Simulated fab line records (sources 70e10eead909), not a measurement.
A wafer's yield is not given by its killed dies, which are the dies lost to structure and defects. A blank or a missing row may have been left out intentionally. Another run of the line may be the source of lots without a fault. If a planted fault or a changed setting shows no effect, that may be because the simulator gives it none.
Matching of chambers -- flow nand-harc -- 3 sister chambers for NHARC_P_GATE_DEP_103 on pecvd-03
The step deposits SiON, target thk 30 nm. 6 wafers are shown with their chamber, then 7 later ones without.

WAFERS WITH THEIR CHAMBER
wafer,chamber,heater-power-w (W),susceptor-temp-C (C)
L081.4,2,721,399.80
L085.3,2,818,399.85
L085.4,0,915,400.09
L085.5,1,635,399.69
L087.1,0,849,400.13
L087.3,1,610,399.55

WAFERS WITHOUT THEIR CHAMBER
wafer,heater-power-w (W),susceptor-temp-C (C)
L087.5,874,399.99
L093.3,932,400.48
L093.4,655,400.05
L093.5,666,399.82
L095.4,733,399.95
L095.5,805,400.13
L095.6,582,400.25

THE CHAMBER EACH PASSED THROUGH
wafer,from the rows above,in truth
L087.5,can't be placed: 0 or 2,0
L093.3,0,0
L093.4,can't be placed: 2 or 0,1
L093.5,can't be placed: 2 or 1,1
L095.4,can't be placed: 2 or 0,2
L095.5,0,0
L095.6,can't be placed: 0 or 2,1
Correctly placed: 2 of 7. From these rows, 5 cannot be placed; in 3 the true chamber is one of the candidates. 0 placed wrongly.
How it was worked out, from the rows above alone: a wafer's distance from a chamber is the root of the sum, over the readings, of the square of ((its reading less the chamber's mean) divided by the reading's scatter). The wafer belongs to the nearest chamber; if the next one is less than 2 further off, it can't be placed. The mean given for a chamber averages the wafers shown for that chamber. The scatter is the square root of a quotient: the sum, over the shown wafers, of each reading's squared deviation from its chamber's mean, divided by wafers minus chambers.
